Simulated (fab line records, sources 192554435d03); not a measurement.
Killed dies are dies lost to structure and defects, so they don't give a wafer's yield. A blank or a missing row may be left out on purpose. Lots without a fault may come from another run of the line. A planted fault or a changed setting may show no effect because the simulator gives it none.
fab line records | flow n5_finfet
record lots=9 wafers=27 last_day=18
route steps=1938 shown FIN_CUT@176 STI_FIN_REVEAL@196 DUMMY_GATE@214 BEOL_M4@1111 PASSIVATION@1936
lots that met no fault: from a run of the same line without faults
start_h: hours from the record's first day to the start of the lot's first wafer shown | wait_h: hours since the lot's step before | " the same as in the row above | L1.1+2: a row that stands for several wafers | - no value, or no start given | * or withheld: withheld | < > ~ a bound
route shown NAME@n: a module of which the file shows steps, and the number in the route of the first | usual: mean/standard deviation of fault-free wafers | same: alike in all rows | chamber/n: place in a boat | sites: the reading at each site | _std_site: their standard deviation | _edge_site: outer sites' mean less inner sites' | radius_mm: how far each site lies from the wafer's centre | mask NAME#n: copy n | behind: the tool/chamber that last shaped the wafer | hold: why the lot was held/for how many hours/how that ended | device: the transistor (n, p or np) that didn't switch | end of line: the same wafers' tests at the end of the route | a step without rows: its recipe alone | killed: dies lost to structure and defects at the first sort, not the wafer's yield | map: a wafer's dies, x killed, . not, _ none there
set.NAME: the setting as run; set.NAME@STEP: as run at that earlier step | model.NAME: the simulator's own value behind a step, which no gauge read
steps of the route over a sample of lots; a table a step, a row a wafer
services: from which hour (start_h, from the record's first day; less than 0 if before it) a tool's chamber was out of use, for how many hours, and why
## steps
# step N5_FIN_CUT_CUT_ETCH_15
# recipe chemistry=HBr/Cl2/O2 target=Si target_depth_a=1000 bt_time_s=10 mask_material=SOC time_s=42.4 ion_energy_ev=* bias_w=* pressure_mtorr=10 icp_w=800 HBr_flow_sccm=150 Cl2_flow_sccm=80 O2_flow_sccm=12
# usual drypump_motor_current_A=5.9/0.45 oes_product_au=1.001/0.019 throttle_valve_pct=37.18/0.26
# columns lot.wafer tool chamber start_h wait_h drypump_motor_current_A oes_product_au rf_hours_counter_h throttle_valve_pct
L606.3 rie_si-05 1 40.43 0.0 6.7 0.988 48 36.95
L606.4 " 2 " " 6.2 1.004 183 37.35
L606.6 " 2 " " 6.2 0.998 - 37.35
L610.1 rie_si-06 1 63.61 0.1 6.3 1.034 135 37.18
L610.3 " 2 " " 5.7 1.025 179 37.37
L610.6 " 0 " " 5.8 0.994 - 37.42
L612.1 rie_si-02 0 76.30 0.1 6.7 1.009 139 37.50
L612.2 " 1 " " 6.3 0.976 5 37.27
L612.6 " 1 " " 6.3 0.982 - 37.28
L613.1 rie_si-06 3 81.79 0.1 5.2 1.009 145 37.30
L613.4 " 0 " " 5.9 0.978 5 37.44
L613.5 " 2 " " 5.7 1.016 - 37.38
L614.3 rie_si-06 2 87.41 0.0 5.7 1.030 179 37.38
L614.5 " 0 " " 5.9 0.986 - 37.42
L614.6 " 1 " " 6.4 1.019 - 37.20
L615.2 rie_si-06 2 95.27 0.1 5.7 1.031 179 37.37
L615.4 " 1 " " 6.4 1.030 135 37.16
L615.5 " 1 " " 6.4 1.023 - 37.19
L620.1 rie_si-06 3 126.13 0.1 5.2 1.008 146 37.33
L620.3 " 2 " " 5.8 1.018 180 37.38
L620.5 " 3 " " 5.2 1.008 - 37.32
L622.3 rie_si-05 3 135.92 0.0 5.9 0.995 56 36.94
L622.5 " 0 " " 5.6 0.974 - 37.08
L622.6 " 3 " " 5.9 0.992 - 36.95
L624.1 rie_si-06 2 149.26 0.1 5.7 1.026 180 37.38
L624.4 " 3 " " 5.2 1.018 146 37.31
L624.6 " 3 " " 5.2 1.002 - 37.32
# step N5_FIN_CUT_INSPECT_17
# recipe inspect_instrument=brightfield mode=aei
# usual raw_defect_count=224/66
# columns lot.wafer tool chamber start_h wait_h raw_defect_count
L606.3 defect_inspect-01 - 40.72 0.0 178
L606.4 " - " " 178
L606.6 " - " " 281
L610.1 defect_inspect-01 - 63.93 0.0 301
L610.3 " - " " 144
L610.6 " - " " 200
L612.1 defect_inspect-01 - 76.59 0.0 162
L612.2 " - " " 202
L612.6 " - " " 114
L613.1 defect_inspect-01 - 82.09 0.0 215
L613.4 " - " " 213
L613.5 " - " " 131
L614.3 defect_inspect-01 - 87.70 0.0 149
L614.5 " - " " 379
L614.6 " - " " 188
L615.2 defect_inspect-01 - 95.67 0.0 263
L615.4 " - " " 218
L615.5 " - " " 229
L620.1 defect_inspect-02 - 126.41 0.0 124
L620.3 " - " " 117
L620.5 " - " " 195
L622.3 defect_inspect-01 - 136.25 0.0 266
L622.5 " - " " 277
L622.6 " - " " 291
L624.1 defect_inspect-02 - 149.55 0.0 178
L624.4 " - " " 178
L624.6 " - " " 130
# step N5_STI_FIN_REVEAL_RECESS_09
# recipe chemistry=HF/NH3 target=SiO2 afs_cycles=11 target_depth_a=425 temp_c=30 sublimation_temp_c=180 sublimation_time_s=60
# usual drypump_motor_current_A=5.7/0.39 sublimation_temp_c=179.99/0.16 temp_c=30.01/0.11
# columns lot.wafer tool chamber start_h wait_h drypump_motor_current_A sublimation_temp_c temp_c
L606.3 vapor_etch-02 0 47.86 0.6 5.7 179.87 30.10
L606.4 " 1 " " 6.3 180.13 30.16
L606.6 " 0 " " 5.6 179.74 29.99
L610.1 vapor_etch-01 0 69.97 0.0 6.1 180.01 29.81
L610.3 " 1 " " 5.3 179.98 30.05
L610.6 " 1 " " 5.3 179.69 29.89
L612.1 vapor_etch-01 0 82.52 0.0 6.0 180.07 30.08
L612.2 " 1 " " 5.3 180.23 30.02
L612.6 " 0 83.58 1.1 6.0 179.93 29.99
L613.1 vapor_etch-01 1 88.02 0.0 5.3 180.21 30.02
L613.4 " 0 " " 6.0 179.88 30.03
L613.5 " 1 " " 5.3 179.93 30.16
L614.3 vapor_etch-02 0 94.35 0.6 5.6 180.15 30.15
L614.5 " 1 " " 6.4 180.13 30.00
L614.6 " 0 " " 5.6 180.06 30.10
L615.2 vapor_etch-01 1 102.40 0.0 5.3 180.02 29.95
L615.4 " 0 " " 6.0 180.29 29.97
L615.5 " 1 " " 5.3 180.09 30.01
L620.1 vapor_etch-01 1 132.47 0.0 5.3 179.90 30.02
L620.3 " 1 " " 5.3 179.91 29.92
L620.5 " 1 " " 5.3 179.84 29.97
L622.3 vapor_etch-01 0 143.26 0.6 6.0 179.73 28.08
L622.5 " 0 " " 6.0 180.03 28.05
L622.6 " 1 " " 5.3 179.83 27.90
L624.1 vapor_etch-01 1 155.90 0.0 5.3 180.07 27.99
L624.4 " 1 " " 5.3 180.30 27.96
L624.6 " 0 " " 6.0 180.01 27.89
# step N5_STI_FIN_REVEAL_FIN_H_MEAS_10
# usual trench_depth_nm=51.8/0.69
# columns lot.wafer tool chamber start_h wait_h trench_depth_nm
L606.3 ocd-01 - 50.15 0.0 51.9
L606.4 " - " " 52.3
L606.6 " - " " 52.8
L610.1 ocd-02 - 72.81 0.0 52.5
L610.3 " - " " 52.5
L610.6 " - " " 51.7
L612.1 ocd-02 - 85.22 0.0 51.6
L612.2 " - " " 51.9
L612.6 " - " " 50.9
L613.1 ocd-01 - 90.76 0.0 51.9
L613.4 " - " " 51.6
L613.5 " - " " 51.0
L614.3 ocd-02 - 96.52 0.0 51.9
L614.5 " - " " 51.1
L614.6 " - " " 51.1
L615.2 ocd-02 - 105.13 0.0 51.3
L615.4 " - " " 52.9
L615.5 " - " " 50.8
L620.1 ocd-02 - 135.20 0.0 51.3
L620.3 " - " " 51.1
L620.5 " - " " 52.5
L622.3 ocd-02 - 145.66 0.0 54.3
L622.5 " - " " 54.4
L622.6 " - " " 54.1
L624.1 ocd-02 - 158.60 0.0 55.1
L624.4 " - " " 54.7
L624.6 " - " " 54.4
# step N5_DUMMY_GATE_ALD_02
# recipe material=SiO2 target_thk_a=20 temp_c=300 ald_precursor_family=BDEAS ald_co_reactant=O2-plasma pulse_time_s=1 pressure_torr=2
# usual heater_power_w=477/44 precursor_pulse_height_rel=1.003/0.02
# columns lot.wafer tool chamber start_h wait_h heater_power_w precursor_pulse_height_rel
L606.3 ald_sin-02 0 50.39 0.1 489 1.015
L606.4 " 3 " " 403 1.014
L606.6 " 1 " " 478 0.982
L610.1 ald_sin-02 2 73.28 0.3 432 0.990
L610.3 " 1 " " 469 1.008
L610.6 " 2 " " 442 1.035
L612.1 ald_sin-01 3 91.03 1.2 509 0.991
L612.2 " 1 " " 397 1.017
L612.6 " 3 " " 503 0.995
L613.1 ald_sin-02 3 91.12 0.2 412 0.982
L613.4 " 0 " " 491 1.019
L613.5 " 1 " " 479 0.985
L614.3 ald_sin-02 3 96.70 0.0 411 0.989
L614.5 " 3 " " 410 0.971
L614.6 " 0 " " 506 0.969
L615.2 ald_sin-04 2 105.35 0.0 486 1.031
L615.4 " 0 " " 414 0.959
L615.5 " 2 " " 479 0.992
L620.1 ald_sin-04 2 135.77 0.4 481 1.021
L620.3 " 3 " " 552 0.964
L620.5 " 2 " " 477 1.019
L622.3 ald_sin-04 3 145.84 0.0 545 1.010
L622.5 " 2 " " 474 0.985
L622.6 " 1 " " 486 1.023
L624.1 ald_sin-01 0 158.78 0.0 534 0.986
L624.4 " 0 " " 527 0.985
L624.6 " 1 " " 406 1.011
# step N5_BEOL_M4_RC_MEAS_101
# usual DIBL_N=36.3/2 DIBL_P=36.3/2.4 IOFF_N=0.16/0.034 IOFF_P=0.21/0.035 ION_N=672/12 ION_P=459/6.5 SS_N=71.6/0.67 SS_P=73.3/0.71 VT_N=250/3.5 VT_P=-251/3
# columns lot.wafer tool chamber start_h wait_h DIBL_N[mV/V] DIBL_P[mV/V] IOFF_N[nA/um] IOFF_P[nA/um] ION_N[uA/um] ION_P[uA/um] SS_N[mV/dec] SS_P[mV/dec] VT_N[mV] VT_P[mV]
L606.3 prober-02 0 175.68 0.3 32.6 31.7 0.10 0.15 651 456 70.0 72.0 259 -256
L606.4 " 0 " " 32.3 31.6 0.10 0.15 653 453 69.8 71.8 256 -253
L606.6 " 0 " " 32.3 31.5 0.10 0.15 664 456 70.1 72.1 257 -254
L610.1 prober-01 0 200.49 0.0 34.8 35.7 0.14 0.19 674 460 71.6 72.7 251 -250
L610.3 " 0 " " 36.4 37.8 0.16 0.22 675 467 71.6 73.9 249 -249
L610.6 " 0 " " 36.4 36.9 0.17 0.21 680 458 70.6 73.1 247 -251
L613.1 prober-02 0 242.48 0.0 36.2 34.9 0.14 0.16 668 452 71.8 73.0 253 -257
L613.4 " 0 " " 40.1 40.8 0.23 0.26 681 462 72.4 73.9 245 -251
L613.5 " 0 " " 39.7 37.9 0.20 0.21 677 453 73.6 73.3 252 -252
L612.1 prober-02 0 253.69 0.0 36.3 35.8 0.16 0.24 670 465 72.2 72.4 252 -246
L612.2 " 0 " " 34.7 33.7 0.13 0.20 658 463 71.6 72.2 251 -250
L612.6 " 0 " " 33.9 32.3 0.11 0.17 627 450 72.0 72.4 259 -250
L615.2 prober-01 0 255.75 0.2 36.1 37.2 0.15 0.21 664 455 71.5 73.3 249 -251
L615.4 " 0 " " 35.3 36.9 0.16 0.21 692 476 71.4 73.0 247 -251
L615.5 " 0 " " 37.2 38.8 0.19 0.23 683 462 72.4 73.6 246 -249
L614.3 prober-02 0 261.43 0.3 38.4 39.9 0.19 0.26 689 467 71.9 74.1 247 -250
L614.5 " 0 " " 37.1 37.6 0.17 0.24 673 465 71.4 73.6 251 -246
L614.6 " 0 " " 35.5 36.4 0.14 0.20 669 459 70.8 73.8 251 -249
L624.1 prober-02 0 296.20 0.0 35.4 35.2 0.17 0.19 723 487 71.5 72.9 246 -253
L624.4 " 0 " " 34.5 35.1 0.17 0.19 711 480 71.0 72.7 246 -252
L624.6 " 0 " " 32.8 32.3 0.12 0.15 702 471 71.0 72.6 251 -257
L620.1 prober-02 0 302.96 0.0 36.1 37.3 0.15 0.22 661 462 71.3 73.1 249 -248
L620.3 " 0 " " 36.9 37.7 0.16 0.22 669 469 70.7 72.8 249 -245
L620.5 " 0 " " 36.7 38.0 0.16 0.22 684 474 72.0 73.5 249 -248
L622.3 prober-02 0 319.02 0.3 35.9 38.0 0.19 0.24 714 483 71.5 74.0 246 -248
L622.5 " 0 " " 33.5 34.1 0.14 0.18 695 475 70.6 73.8 248 -252
L622.6 " 0 " " 36.9 37.8 0.20 0.23 708 479 71.4 73.8 243 -249
# step N5_PASSIVATION_PROBE_49
# usual defect_limited_yield=91.4/1.5 killed_at_M0_to_M3=33/11 killed_at_M4_up=14/5.3 killed_at_contacts=13/6.2 killed_at_front_end=39/13 killed_at_other=3.1/2.8 killed_dies=102/17 killed_open=68/13 killed_short=32/7.8 sort_bin_4_leakage=0.00/0.007 sort_bin_5_function=5.1/0.95 sort_bin_6_memory=3.2/0.7 sort_bin_8_speed=0.02/0.16 sort_n_pass=1078/18 sort_yield_pct=91.3/1.5
# same gross_dies=1180 killed_at_back_side=0
# columns lot.wafer tool chamber start_h wait_h defect_limited_yield[%] killed_at_M0_to_M3 killed_at_M4_up killed_at_contacts killed_at_front_end killed_at_other killed_dies killed_open killed_short sort_bin_4_leakage[%] sort_bin_5_function[%] sort_bin_6_memory[%] sort_bin_8_speed[%] sort_n_pass sort_yield_pct[%]
L624.1 prober-01 - 404.50 0.0 92.5 44 9 9 26 1 89 65 24 0 4.4 3.0 0 1091 92.5
L624.4 prober-01 - 404.65 0.2 90.3 36 20 19 37 3 115 73 42 0 5.9 3.5 0 1065 90.3
L624.6 prober-01 - 404.75 0.3 95.0 20 10 12 16 1 59 35 24 0 2.6 2.3 0 1121 95.0
L622.3 prober-02 - 425.66 0.1 92.5 38 14 8 26 2 88 53 33 0 5.3 1.9 0 1092 92.5
L622.5 prober-02 - 425.76 0.2 89.2 56 11 15 37 9 128 80 47 0 5.8 4.4 0 1052 89.2
L622.6 prober-02 - 425.81 0.3 92.1 38 11 11 31 2 93 52 35 0 4.7 2.9 0 1087 92.1
# killed by level:class
L624.1 BEOL_M0_SAQP:geometric_particle:open=19 BEOL_M0_SAQP:geometric_particle:short=11 MOL_CONTACT_COAG:geometric_particle:open=8 FIN_SAQP:geometric_particle:open=5 DUMMY_GATE:geometric_particle:open=4 BEOL_M2:geometric_particle:open=4 BEOL_M3:geometric_particle:open=4 STARTING-WAFER:geometric_particle:open=4
L624.4 BEOL_M0_SAQP:geometric_particle:short=16 MOL_CONTACT_COAG:geometric_particle:open=15 BEOL_M0_SAQP:geometric_particle:open=13 BEOL_M4:geometric_particle:open=9 FIN_SAQP:geometric_particle:short=7 STI_FIN_REVEAL:geometric_particle:open=7 FIN_SAQP:geometric_particle:open=6 STARTING-WAFER:geometric_particle:open=5
L624.6 MOL_CONTACT_COAG:geometric_particle:open=10 BEOL_M0_SAQP:geometric_particle:open=8 BEOL_M0_SAQP:geometric_particle:short=7 BEOL_M2:geometric_particle:short=4 BEOL_M6:geometric_particle:open=4 FIN_SAQP:geometric_particle:short=3 FIN_SAQP:geometric_particle:open=3 STARTING-WAFER:geometric_particle:short=3
L622.3 BEOL_M0_SAQP:geometric_particle:open=15 BEOL_M4:geometric_particle:open=10 BEOL_M0_SAQP:geometric_particle:short=8 MOL_CONTACT_COAG:geometric_particle:open=5 FIN_SAQP:geometric_particle:short=4 BEOL_M2:geometric_particle:short=4 FIN_SAQP:geometric_particle:open=3 DUMMY_GATE:geometric_particle:short=3
L622.5 BEOL_M0_SAQP:geometric_particle:short=18 BEOL_M0_SAQP:geometric_particle:open=17 MOL_CONTACT_COAG:geometric_particle:open=13 BEOL_M4:geometric_particle:open=7 PASS1_DEP:geometric_particle:short=7 GATE_CUT:geometric_particle:open=6 BEOL_M2:geometric_particle:open=6 BEOL_M3:geometric_particle:short=6
L622.6 BEOL_M0_SAQP:geometric_particle:open=11 MOL_CONTACT_COAG:geometric_particle:open=11 BEOL_M0_SAQP:geometric_particle:short=9 BEOL_M4:geometric_particle:open=7 STARTING-WAFER:geometric_particle:short=6 BEOL_M3:geometric_particle:short=5 FIN_SAQP:geometric_particle:short=4 STI_FIN_REVEAL:geometric_particle:open=4
## services
# columns tool chamber start_h hours kind
rie_si-02 2 21.87 8.0 repair
ald_sin-02 0 24.73 6.7 repair
ald_sin-04 1 27.63 18.3 repair
rie_si-06 - 31.67 14.6 pm
ald_sin-04 - 34.96 0.3 repair
rie_si-05 - 39.26 0.9 repair
ald_sin-02 - 42.76 0.5 repair
ald_sin-01 0 55.68 3.0 repair
rie_si-02 2 58.63 4.4 repair
ald_sin-01 3 80.97 3.1 repair
rie_si-02 2 84.42 6.1 repair
ald_sin-04 - 86.66 14.0 pm
ald_sin-04 0 86.66 14.0 vent_cycle
ald_sin-04 1 86.66 14.0 vent_cycle
ald_sin-04 2 86.66 14.0 vent_cycle
ald_sin-02 0 110.53 4.8 repair
ald_sin-04 0 119.66 9.7 repair
ald_sin-01 3 124.68 14.4 repair
ald_sin-01 2 130.05 33.2 repair
rie_si-06 2 138.78 8.2 repair
ald_sin-02 0 141.93 1.6 repair
ald_sin-04 0 144.09 3.0 repair
rie_si-05 3 146.86 29.3 repair
rie_si-02 1 153.02 11.9 repair
## key
first_sign step=N5_STI_FIN_REVEAL_RECESS_09 reading=temp_c direction=down sigmas=18 usual=* struck=*
effect step=N5_STI_FIN_REVEAL_FIN_H_MEAS_10 reading=trench_depth_nm direction=up sigmas=3.9 usual=51.8 struck=54.5
effect step=N5_BEOL_M4_RC_MEAS_101 reading=ION_N direction=up sigmas=3.1 usual=672 struck=709
effect step=N5_BEOL_M4_RC_MEAS_101 reading=ION_P direction=up sigmas=3.1 usual=459 struck=479
met_at N5_STI_FIN_REVEAL_RECESS_09
struck_lots L622,L624
not_acting_at N5_FIN_CUT_CUT_ETCH_15,N5_FIN_CUT_INSPECT_17,N5_DUMMY_GATE_ALD_02
onset_between 132.47 143.26
fault kind=process_parameter_drift tool=vapor_etch-01 chamber=- onset_h=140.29 steps=N5_STI_FIN_REVEAL_RECESS_09 channel=temp_c offset=* shape=step end_h=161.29 acts_in=* stated=*
